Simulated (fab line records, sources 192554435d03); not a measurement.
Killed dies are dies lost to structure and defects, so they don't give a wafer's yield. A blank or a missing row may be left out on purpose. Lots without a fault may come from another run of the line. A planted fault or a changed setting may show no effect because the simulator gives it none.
fab line records | flow n5_finfet | part 1 of 2: steps 1 to 4 of 6
record lots=23 wafers=69 last_day=18
route steps=1938 shown HKMG_FIN@386 GATE_CUT@465
lots that met no fault: from a run of the same line without faults
start_h: hours from the record's first day to the start of the lot's first wafer shown | wait_h: hours since the lot's step before | " the same as in the row above | L1.1+2: a row that stands for several wafers | - no value, or no start given | * or withheld: withheld | < > ~ a bound
route shown NAME@n: a module of which the file shows steps, and the number in the route of the first | usual: mean/standard deviation of fault-free wafers | same: alike in all rows | chamber/n: place in a boat | sites: the reading at each site | _std_site: their standard deviation | _edge_site: outer sites' mean less inner sites' | radius_mm: how far each site lies from the wafer's centre | mask NAME#n: copy n | behind: the tool/chamber that last shaped the wafer | hold: why the lot was held/for how many hours/how that ended | device: the transistor (n, p or np) that didn't switch | end of line: the same wafers' tests at the end of the route | a step without rows: its recipe alone | killed: dies lost to structure and defects at the first sort, not the wafer's yield | map: a wafer's dies, x killed, . not, _ none there
set.NAME: the setting as run; set.NAME@STEP: as run at that earlier step | model.NAME: the simulator's own value behind a step, which no gauge read
steps of the route over a sample of lots; a table a step, a row a wafer
services: from which hour (start_h, from the record's first day; less than 0 if before it) a tool's chamber was out of use, for how many hours, and why
## steps
# step N5_HKMG_FIN_HK_ALD_01
# recipe material=HfO2 target_thk_a=16 temp_c=withheld ald_precursor_family=HfCl4 ald_co_reactant=H2O pulse_time_s=3 purge_time_s=3 co_reactant_purge_time_s=2.5 co_reactant_pulse_time_s=0.3 ald_cycles=30
# usual precursor_pulse_height_rel=0.999/0.019
# columns lot.wafer tool chamber start_h wait_h precursor_pulse_height_rel since_wet_clean_h
L074.2 ald_hk-03 1 72.00 0.0 1.030 1848
L074.3 " 0 " " 1.030 1848
L074.6 " 1 " " 0.994 -
L075.1 ald_hk-03 2 74.63 0.0 1.040 1851
L075.3 " 1 " " 0.978 1851
L075.5 " 0 " " 1.010 -
L076.2 ald_hk-01 3 84.35 0.0 0.975 54
L076.5 " 2 " " 1.002 -
L076.6 " 1 " " 0.996 -
L077.2 ald_hk-01 1 86.63 0.0 0.991 57
L077.3 " 0 " " 0.980 57
L077.6 " 0 " " 0.996 -
L079.1 ald_hk-02 3 100.25 0.0 1.000 980
L079.2 " 1 " " 1.005 980
L079.5 " 2 " " 1.003 -
L080.1 ald_hk-03 1 109.15 0.0 0.983 1885
L080.4 " 3 " " 0.991 1885
L080.5 " 1 " " 1.015 -
L081.3 ald_hk-03 1 119.32 0.0 1.016 1895
L081.4 " 0 " " 0.985 1895
L081.6 " 2 " " 0.992 -
L082.1 ald_hk-02 0 119.72 0.0 0.980 1000
L082.2 " 1 " " 1.003 1000
L082.4 " 2 " " 1.020 1000
L083.1 ald_hk-02 3 126.26 0.0 1.016 1006
L083.3 " 2 " " 1.031 1006
L083.5 " 3 " " 0.995 -
L084.3 ald_hk-03 1 127.46 0.0 0.970 1903
L084.4 " 2 " " 0.979 1903
L084.6 " 0 " " 0.992 -
L085.3 ald_hk-02 2 134.88 0.0 1.013 1015
L085.5 " 0 " " 1.020 -
L085.6 " 3 " " 1.006 -
L086.1 ald_hk-01 1 142.40 0.0 0.997 112
L086.3 " 3 " " 1.019 112
L086.4 " 0 " " 0.983 112
L087.3 ald_hk-01 1 147.13 0.0 0.984 117
L087.4 " 0 " " 1.008 117
L087.5 " 2 " " 0.971 -
L088.1 ald_hk-01 3 153.13 0.0 0.979 123
L088.3 " 1 " " 0.990 123
L088.4 " 2 " " 1.019 123
L089.2 ald_hk-01 0 162.96 0.0 1.004 133
L089.4 " 1 " " 1.009 133
L089.5 " 2 " " 0.955 -
L090.1 ald_hk-01 2 167.82 0.0 0.988 138
L090.3 " 0 " " 0.998 138
L090.5 " 3 " " 0.993 -
L091.3 ald_hk-01 3 173.76 0.0 0.993 144
L091.5 " 1 " " 1.014 -
L091.6 " 2 " " 1.027 -
L093.2 ald_hk-03 0 185.82 0.0 0.991 1962
L093.4 " 3 " " 0.988 1962
L093.6 " 2 " " 0.982 -
L092.1 ald_hk-02 2 192.66 0.0 0.997 1073
L092.2 " 0 " " 0.981 1073
L092.3 " 1 " " 1.042 1073
L094.3 ald_hk-01 0 195.75 0.0 0.988 166
L094.5 " 0 " " 0.988 -
L094.6 " 3 " " 1.015 -
L095.1 ald_hk-03 3 200.02 0.0 0.968 1976
L095.3 " 2 " " 1.000 1976
L095.6 " 2 " " 1.020 -
L096.1 ald_hk-03 1 203.18 0.0 1.012 1979
L096.4 " 0 " " 0.992 1979
L096.5 " 1 " " 0.980 -
L097.1 ald_hk-03 1 210.81 0.0 0.995 1987
L097.3 " 3 " " 0.965 1987
L097.6 " 3 " " 1.013 -
# step N5_HKMG_FIN_INSPECT_61
# recipe mode=adi inspect_instrument=macro
# usual raw_defect_count=2.1/1.5
# columns lot.wafer tool chamber start_h wait_h raw_defect_count
L074.2 defect_inspect-02 - 72.87 0.0 3
L074.3 " - " " 2
L074.6 " - " " 1
L075.1 defect_inspect-02 - 75.63 0.0 2
L075.3 " - " " 1
L075.5 " - " " 1
L076.2 defect_inspect-02 - 85.34 0.0 1
L076.5 " - " " 1
L076.6 " - " " 1
L077.2 defect_inspect-02 - 87.63 0.0 0
L077.3 " - " " 3
L077.6 " - " " 0
L079.1 defect_inspect-01 - 101.26 0.0 3
L079.2 " - " " 5
L079.5 " - " " 0
L080.1 defect_inspect-01 - 110.02 0.0 2
L080.4 " - " " 1
L080.5 " - " " 2
L081.3 defect_inspect-01 - 120.33 0.0 2
L081.4 " - " " 2
L081.6 " - " " 1
L082.1 defect_inspect-02 - 120.59 0.0 0
L082.2 " - " " 1
L082.4 " - " " 1
L083.1 defect_inspect-02 - 127.26 0.0 0
L083.3 " - " " 6
L083.5 " - " " 3
L084.3 defect_inspect-01 - 128.49 0.0 3
L084.4 " - " " 5
L084.6 " - " " 3
L085.3 defect_inspect-01 - 135.96 0.0 4
L085.5 " - " " 3
L085.6 " - " " 2
L086.1 defect_inspect-02 - 143.41 0.0 0
L086.3 " - " " 3
L086.4 " - " " 1
L087.3 defect_inspect-01 - 148.76 0.0 1
L087.4 " - " " 0
L087.5 " - " " 2
L088.1 defect_inspect-02 - 154.01 0.0 0
L088.3 " - " " 0
L088.4 " - " " 4
L089.2 defect_inspect-02 - 163.96 0.0 5
L089.4 " - " " 4
L089.5 " - " " 1
L090.1 defect_inspect-02 - 168.82 0.0 4
L090.3 " - " " 3
L090.5 " - " " 7
L091.3 defect_inspect-02 - 174.77 0.0 3
L091.5 " - " " 1
L091.6 " - " " 4
L093.2 defect_inspect-01 - 187.03 0.0 2
L093.4 " - " " 2
L093.6 " - " " 4
L092.1 defect_inspect-01 - 193.65 0.0 1
L092.2 " - " " 2
L092.3 " - " " 1
L094.3 defect_inspect-02 - 196.62 0.0 3
L094.5 " - " " 5
L094.6 " - " " 4
L095.1 defect_inspect-01 - 200.97 0.0 1
L095.3 " - " " 2
L095.6 " - " " 1
L096.1 defect_inspect-02 - 204.34 0.0 4
L096.4 " - " " 0
L096.5 " - " " 1
L097.1 defect_inspect-02 - 211.68 0.0 2
L097.3 " - " " 2
L097.6 " - " " 1
# step N5_HKMG_FIN_ETCH_55
# recipe chemistry=N2/H2 target=SOC target_depth_a=2400 temp_c=40 time_s=300 ion_energy_ev=200 mask_material=SiARC pressure_mtorr=30 source_w=840 bias_w=150 n2_flow_sccm=200 h2_flow_sccm=200
# usual drypump_motor_current_A=5.7/0.43 oes_product_au=0.82/0.099 rf_fwd_power_W=838.2/2.5 rf_vpp_V=524.4/2.5 showerhead_plenum_p_Torr=2.57/0.089 throttle_valve_pct=17.74/0.2
# columns lot.wafer tool chamber start_h wait_h drypump_motor_current_A oes_product_au rf_fwd_power_W rf_hours_counter_h rf_vpp_V showerhead_plenum_p_Torr throttle_valve_pct
L074.2 rie_diel-04 2 73.00 0.0 5.8 0.73 839.2 204 524.2 2.51 17.87
L074.3 " 0 " " 5.2 0.68 838.7 226 523.9 2.50 17.50
L074.6 " 3 " " 6.5 0.75 838.2 - 525.9 2.64 17.82
L075.1 rie_diel-04 3 75.90 0.0 6.5 0.75 836.5 163 526.8 2.64 17.82
L075.3 " 1 " " 5.4 1.00 838.6 0 526.5 2.61 17.55
L075.5 " 2 " " 5.8 0.72 833.4 - 523.0 2.51 17.87
L076.2 rie_diel-04 1 85.47 0.0 5.4 0.99 834.1 3 525.4 2.61 17.58
L076.5 " 2 " " 5.8 0.73 840.4 - 522.7 2.51 17.87
L076.6 " 1 " " 5.4 0.99 837.5 - 525.6 2.61 17.58
L077.2 rie_diel-04 2 87.75 0.0 5.8 0.73 839.1 210 523.8 2.51 17.86
L077.3 " 1 " " 5.4 0.99 839.3 4 524.9 2.61 17.58
L077.6 " 1 " " 5.4 0.98 842.0 - 526.6 2.61 17.57
L079.1 rie_diel-05 0 101.52 0.0 5.8 1.00 838.0 1 522.8 2.50 17.71
L079.2 " 3 " " 5.2 0.95 833.3 9 528.6 2.73 17.69
L079.5 " 3 " " 5.2 0.94 833.7 - 529.1 2.73 17.69
L080.1 rie_diel-05 2 110.15 0.0 6.5 0.70 839.9 217 524.4 2.65 18.26
L080.4 " 3 " " 5.2 0.94 838.0 11 527.7 2.73 17.69
L080.5 " 1 " " 5.7 0.90 842.8 - 520.8 2.49 17.81
L081.3 rie_diel-05 2 120.72 0.0 6.5 0.70 841.0 220 525.7 2.64 18.24
L081.4 " 0 " " 5.7 0.97 835.8 6 523.0 2.50 17.71
L081.6 " 1 " " 5.6 0.89 841.7 - 522.9 2.49 17.79
L082.1 rie_diel-02 0 120.79 0.0 5.8 0.75 838.0 168 520.1 2.42 17.74
L082.2 " 2 " " 6.2 0.84 843.5 57 529.2 2.68 17.48
L082.4 " 2 " " 6.2 0.83 839.3 - 527.9 2.68 17.48
L083.1 rie_diel-05 2 127.39 0.0 6.6 0.70 841.3 222 525.4 2.64 18.27
L083.3 " 0 " " 5.7 0.95 839.5 8 522.0 2.50 17.73
L083.5 " 1 " " 5.6 0.90 843.4 - 522.0 2.49 17.82
L084.3 rie_diel-02 1 128.90 0.0 5.2 0.87 843.4 36 524.5 2.60 17.73
L084.4 " 2 " " 6.2 0.83 837.9 - 526.9 2.67 17.48
L084.6 " 1 " " 5.2 0.88 841.0 - 525.1 2.60 17.71
L085.3 rie_diel-04 0 136.09 0.0 5.2 0.66 835.1 247 522.3 2.49 17.52
L085.5 " 1 " " 5.3 0.93 840.4 - 523.9 2.61 17.60
L085.6 " 2 " " 5.7 0.71 841.0 - 523.0 2.50 17.90
L086.1 rie_diel-04 3 143.54 0.0 6.5 0.74 840.4 185 525.2 2.63 17.86
L086.3 " 1 " " 5.3 0.92 837.8 23 525.7 2.61 17.61
L086.4 " 0 " " 5.2 0.67 837.6 250 522.2 2.49 17.52
L087.3 rie_diel-02 3 148.88 0.0 5.7 0.95 839.3 5 525.5 2.60 17.44
L087.4 " 1 " " 5.3 0.87 839.0 44 525.9 2.60 17.74
L087.5 " 0 " " 5.8 0.74 836.2 - 519.5 2.42 17.76
L088.1 rie_diel-04 3 154.48 0.0 6.5 0.73 836.3 190 526.0 2.62 17.88
L088.3 " 0 " " 5.2 0.67 834.9 255 522.9 2.49 17.55
L088.4 " 1 " " 5.3 0.91 837.0 27 527.4 2.60 17.62
L089.2 rie_diel-02 2 164.09 0.0 6.2 0.82 840.9 73 526.8 2.67 17.50
L089.4 " 3 " " 5.7 0.91 836.8 11 524.4 2.60 17.46
L089.5 " 1 " " 5.2 0.87 835.8 - 525.9 2.60 17.72
L090.1 rie_diel-05 2 169.02 0.0 6.6 0.68 836.5 237 526.4 2.64 18.31
L090.3 " 1 " " 5.6 0.86 839.5 42 523.2 2.48 17.85
L090.5 " 3 " " 5.2 0.89 835.0 - 529.1 2.72 17.72
L091.3 rie_diel-02 0 175.06 0.0 5.8 0.73 838.9 189 519.1 2.41 17.76
L091.5 " 2 " " 6.2 0.81 840.2 - 526.8 2.67 17.52
L091.6 " 3 " " 5.7 0.91 834.9 - 525.4 2.60 17.48
L093.2 rie_diel-05 0 187.15 0.0 5.8 0.90 841.6 28 522.3 2.49 17.75
L093.4 " 2 " " 6.6 0.68 836.3 244 525.6 2.63 18.30
L093.6 " 0 " " 5.8 0.91 836.1 - 522.2 2.49 17.76
L092.1 rie_diel-02 3 193.78 0.0 5.7 0.91 835.4 21 524.8 2.59 17.49
L092.2 " 2 " " 6.2 0.81 837.0 83 527.4 2.66 17.55
L092.3 " 0 " " 5.8 0.72 836.5 195 519.3 2.41 17.79
L094.3 rie_diel-02 3 196.83 0.0 5.7 0.89 836.0 22 525.0 2.59 17.49
L094.5 " 2 " " 6.2 0.81 838.7 - 529.8 2.66 17.52
L094.6 " 1 " " 5.3 0.86 843.1 - 525.3 2.59 17.77
L095.1 rie_diel-05 3 201.22 0.0 5.2 0.87 834.6 40 528.3 2.71 17.74
L095.3 " 1 " " 5.7 0.85 839.1 54 522.2 2.48 17.86
L095.6 " 0 " " 5.8 0.88 838.1 - 522.2 2.49 17.78
L096.1 rie_diel-02 1 204.63 0.0 5.3 0.85 834.4 64 524.2 2.59 17.77
L096.4 " 2 " " 6.2 0.80 838.3 87 527.3 2.66 17.54
L096.5 " 2 " " 6.2 0.80 834.5 - 528.1 2.66 17.53
L097.1 rie_diel-02 2 211.81 0.0 6.1 0.80 836.6 90 527.0 2.66 17.55
L097.3 " 0 " " 5.8 0.72 840.8 203 521.3 2.41 17.80
L097.6 " 0 " " 5.8 0.72 836.1 - 521.2 2.41 17.81
# step N5_HKMG_FIN_STRIP_34
# recipe chemistry=CF4 resist=SiARC power_w=300 bias_power_w=75 pressure_mtorr=50 cf4_flow_sccm=150 rf_frequency_hz=6e+07
# usual drypump_motor_current_A=5.8/0.46 oes_product_au=0.81/0.088 rf_fwd_power_W=294.2/1.4 rf_vpp_V=271.6/1.6 showerhead_plenum_p_Torr=1.82/0.062 throttle_valve_pct=13.51/0.25
# columns lot.wafer tool chamber start_h wait_h drypump_motor_current_A oes_product_au rf_fwd_power_W rf_hours_counter_h rf_vpp_V showerhead_plenum_p_Torr throttle_valve_pct
L074.2 rie_diel-02 2 76.81 0.0 6.2 0.86 - 44 274.5 1.89 13.25
L074.3 " 3 " " 5.7 0.70 294.6 240 272.2 1.84 13.63
L074.6 " 2 " " 6.2 0.85 - - 273.1 1.89 13.24
L075.1 rie_diel-05 0 79.69 0.0 5.8 0.67 - 268 270.5 1.75 13.82
L075.3 " 1 " " 5.6 0.91 296.7 9 271.0 1.77 13.44
L075.5 " 0 " " 5.8 0.67 - - 270.8 1.75 13.83
L076.2 rie_diel-04 2 89.01 0.0 5.8 0.71 294.8 210 270.5 1.78 13.77
L076.5 " 1 " " 5.4 0.95 295.3 - 271.1 1.83 13.22
L076.6 " 2 " " 5.7 0.71 293.6 - 270.1 1.78 13.77
L077.2 rie_diel-04 2 91.32 0.0 5.8 0.70 294.9 212 270.6 1.78 13.78
L077.3 " 0 " " 5.2 0.68 295.1 233 271.5 1.79 13.58
L077.6 " 3 " " 6.5 0.74 293.9 - 272.0 1.86 13.61
L079.1 rie_diel-05 3 105.32 0.0 5.2 0.93 294.0 10 273.7 1.92 13.42
L079.2 " 1 " " 5.6 0.88 298.1 20 270.8 1.77 13.46
L079.5 " 1 " " 5.6 0.89 296.6 - 269.7 1.77 13.46
L080.1 rie_diel-02 1 113.59 0.0 5.3 0.89 293.6 29 272.2 1.83 13.36
L080.4 " 0 " " 5.8 0.74 293.3 164 269.6 1.72 13.55
L080.5 " 0 " " 5.8 0.74 294.6 - 269.5 1.72 13.55
L081.3 rie_diel-02 0 124.28 0.0 5.8 0.74 292.6 169 269.8 1.72 13.57
L081.4 " 2 " " 6.2 0.84 - - 272.7 1.89 13.30
L081.6 " 0 " " 5.8 0.74 291.2 - 268.9 1.72 13.56
L082.1 rie_diel-05 3 124.44 0.0 5.2 0.91 293.3 16 273.5 1.92 13.42
L082.2 " 2 " " 6.5 0.70 - 221 272.5 1.85 13.99
L082.4 " 0 " " 5.7 0.93 293.6 8 270.8 1.75 13.24
L083.1 rie_diel-02 1 130.96 0.0 5.2 0.88 292.8 37 273.4 1.82 13.39
L083.3 " 2 " " 6.2 0.83 - 62 274.3 1.88 13.30
L083.5 " 1 " " 5.3 0.88 293.5 - 271.8 1.82 13.38
L084.3 rie_diel-05 0 132.94 0.0 5.8 0.92 292.8 10 270.3 1.75 13.24
L084.4 " 2 " " 6.5 0.70 - 225 273.0 1.85 13.99
L084.6 " 2 " " 6.6 0.70 - - 271.4 1.85 13.97
L085.3 rie_diel-02 0 139.71 0.0 5.8 0.74 293.0 175 269.4 1.71 13.57
L085.5 " 1 " " 5.2 0.87 294.6 - 272.6 1.82 13.39
L085.6 " 2 " " 6.2 0.83 - - 271.2 1.88 13.32
L086.1 rie_diel-02 1 147.34 0.0 5.2 0.87 294.6 43 271.9 1.82 13.39
L086.3 " 0 " " 5.8 0.74 293.3 178 270.6 1.71 13.57
L086.4 " 3 " " 5.7 0.93 296.1 5 273.4 1.84 13.11
L087.3 rie_diel-05 1 152.93 0.0 5.6 0.85 297.1 37 270.6 1.76 13.52
L087.4 " 0 " " 5.7 0.91 292.3 17 269.4 1.75 13.27
L087.5 " 1 " " 5.6 0.86 297.0 - 271.0 1.76 13.50
L088.1 rie_diel-05 2 158.07 0.0 6.5 0.70 - 234 274.2 1.85 14.00
L088.3 " 0 " " 5.7 0.91 292.6 19 268.5 1.75 13.27
L088.4 " 3 " " 5.2 0.89 293.7 27 273.6 1.92 13.45
L089.2 rie_diel-02 0 167.53 0.0 5.8 0.73 293.0 186 269.2 1.71 13.59
L089.4 " 2 " " 6.1 0.82 - 75 272.8 1.88 13.33
L089.5 " 0 " " 5.8 0.72 292.7 - 268.8 1.71 13.59
L090.1 rie_diel-04 3 172.72 0.0 6.5 0.71 293.0 199 272.0 1.85 13.67
L090.3 " 3 " " 6.5 0.72 291.9 - 270.3 1.85 13.68
L090.5 " 3 " " 6.5 0.72 292.4 - 273.1 1.85 13.68
L091.3 rie_diel-04 2 178.66 0.0 5.8 0.68 294.2 241 271.3 1.77 13.84
L091.5 " 3 " " 6.5 0.71 293.4 - 272.4 1.85 13.68
L091.6 " 1 " " 5.4 0.87 295.2 - 272.4 1.82 13.30
L093.2 rie_diel-02 2 190.60 0.0 6.2 0.81 - 82 272.2 1.88 13.34
L093.4 " 0 " " 5.8 0.72 292.6 194 269.1 1.71 13.63
L093.6 " 1 " " 5.2 0.85 293.4 - 270.3 1.82 13.44
L092.1 rie_diel-05 0 197.23 0.0 5.8 0.88 293.5 31 270.2 1.74 13.30
L092.2 " 1 " " 5.6 0.83 295.5 52 270.9 1.76 13.56
L092.3 " 2 " " 6.5 0.69 - 246 271.4 1.84 14.05
L094.3 rie_diel-05 3 200.28 0.0 5.2 0.87 293.7 40 273.5 1.91 13.48
L094.5 " 3 " " 5.2 0.88 293.8 - 273.1 1.91 13.46
L094.6 " 0 " " 5.8 0.87 292.7 - 269.6 1.74 13.29
L095.1 rie_diel-05 3 204.86 0.0 5.2 0.86 295.1 42 273.0 1.91 13.48
L095.3 " 2 " " 6.5 0.69 - 249 271.3 1.84 14.04
L095.6 " 2 " " 6.5 0.69 - - 274.3 1.84 14.04
L096.1 rie_diel-04 2 208.37 0.0 5.8 0.68 293.8 251 271.1 1.77 13.86
L096.4 " 0 " " 5.2 0.91 295.1 6 269.8 1.78 13.07
L096.5 " 3 " " 6.5 0.70 294.0 - 272.2 1.85 13.70
L097.1 rie_diel-05 3 215.45 0.0 5.2 0.85 292.9 47 273.2 1.91 13.50
L097.3 " 1 " " 5.6 0.82 296.8 58 270.1 1.76 13.54
L097.6 " 0 " " 5.7 0.87 293.7 - 270.6 1.74 13.31
